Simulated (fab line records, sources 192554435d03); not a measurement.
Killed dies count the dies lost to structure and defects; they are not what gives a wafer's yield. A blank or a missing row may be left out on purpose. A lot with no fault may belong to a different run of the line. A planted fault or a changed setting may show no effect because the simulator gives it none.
Chamber matching ; flow n5Finfet ; pecvd-01 running N5_BEOL_M8_PECVD_70: 3 sister chambers
The step deposits SiO2 from TEOS/O2, target thk 20 nm, time 22.7 s. 18 wafers are shown with their chamber, then 9 later ones without.

## WAFERS WITH THEIR CHAMBER
wafer;chamber;throttleValvePct (%);showerheadVppV (V);showerheadPlenumPTorr (Torr)
L074.2;1;21.0;1279;8.72
L074.3;1;20.9;1275;8.71
L074.5;0;23.5;1285;8.88
L081.1;0;23.5;1296;8.91
L081.4;2;19.3;1375;8.81
L081.6;1;21.1;1277;8.75
L085.2;2;19.4;1396;8.79
L085.3;2;19.2;1401;8.81
L085.5;2;19.2;1379;8.79
L086.1;2;19.0;1392;8.80
L086.5;2;19.1;1388;8.78
L086.6;1;21.2;1286;8.75
L087.2;2;19.2;1398;8.81
L087.3;1;21.2;1290;8.73
L087.5;2;19.6;1407;8.80
L095.2;2;19.0;1383;8.81
L095.3;2;19.5;1378;8.82
L095.4;1;21.2;1285;8.77

SIGNATURES, as means of the wafers listed above
reading;chamber 0;chamber 1;chamber 2;scatter within a chamber
throttleValvePct;23.500;21.100;19.250;0.172
showerheadVppV;1290.50;1282.00;1389.70;9.27
showerheadPlenumPTorr;8.8950;8.7383;8.8020;0.0169
Rule: a wafer's distance from a chamber is the root of the sum, over the readings, of the square of ((its reading less the chamber's mean) divided by the reading's scatter). The wafer belongs to the nearest chamber; if the next one is less than 2 further off, it can't be placed. The scatter: the root of (the sum of the squares of (reading less its chamber's mean) over the shown wafers, divided by (wafers less chambers)).

## WAFERS MISSING THEIR CHAMBER
wafer;throttleValvePct (%);showerheadVppV (V);showerheadPlenumPTorr (Torr)
L094.2;21.2;1310;8.74
L094.4;19.4;1389;8.81
L094.5;19.4;1382;8.80
L096.2;24.2;1282;8.88
L096.3;21.2;1307;8.74
L096.6;19.3;1383;8.83
L097.1;21.0;1293;8.78
L097.5;24.4;1290;8.91
L097.6;19.3;1376;8.82

## WHICH CHAMBER EACH ONE RAN IN
wafer;from the rows above;in truth
L094.2;1;1
L094.4;2;2
L094.5;2;2
L096.2;0;0
L096.3;1;1
L096.6;2;2
L097.1;1;1
L097.5;0;0
L097.6;2;2
9 of 9 placed correctly. Number that these rows cannot place: 0. Placed wrongly: 0.
